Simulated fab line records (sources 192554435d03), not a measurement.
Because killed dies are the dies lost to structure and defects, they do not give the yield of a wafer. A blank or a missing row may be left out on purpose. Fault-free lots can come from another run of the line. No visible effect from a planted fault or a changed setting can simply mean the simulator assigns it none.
Chamber matching    flow n5 finfet    rie si-05 running N5_DUMMY_GATE_ETCH_32: 4 sister chambers
The step etches SiO2 in CF4, target depth 3.5 nm, time 3.9 s. 7 wafers are shown with their chamber, then 7 later ones without.

WAFERS, EACH WITH ITS CHAMBER
wafer   chamber  throttle valve pct (%)  drypump motor current A (A)
L075.5  2        21.42                   4.7
L084.3  3        21.94                   5.4
L084.6  0        21.86                   6.0
L088.2  0        21.85                   5.9
L088.5  1        21.45                   5.4
L089.1  1        21.46                   5.4
L089.2  3        21.94                   5.4

WAFERS WITHOUT THEIR CHAMBER
wafer   throttle valve pct (%)  drypump motor current A (A)
L089.4  21.86                   5.9
L092.4  21.42                   4.7
L092.5  21.93                   5.4
L092.6  21.84                   5.9
L094.1  21.42                   4.7
L094.2  21.93                   5.4
L094.3  21.85                   5.9

THE CHAMBER EACH PASSED THROUGH
wafer   from the rows above  in truth
L089.4  0                    0
L092.4  2                    2
L092.5  3                    3
L092.6  0                    0
L094.1  2                    2
L094.2  3                    3
L094.3  0                    0
Correctly placed: 7 of 7. Can't be placed from these rows: 0. Number placed wrongly: 0.
How it was worked out, from the rows above alone: a wafer's distance from a chamber is the root of the sum, over the readings, of the square of ((its reading less the chamber's mean) divided by the reading's scatter). If the next closest chamber is less than 2 further off than the closest, the wafer can't be placed; otherwise it belongs to the closest. Each chamber's mean is taken over the wafers shown for it. The scatter: the root of (the sum of the squares of (reading less its chamber's mean) over the shown wafers, divided by (wafers less chambers)).
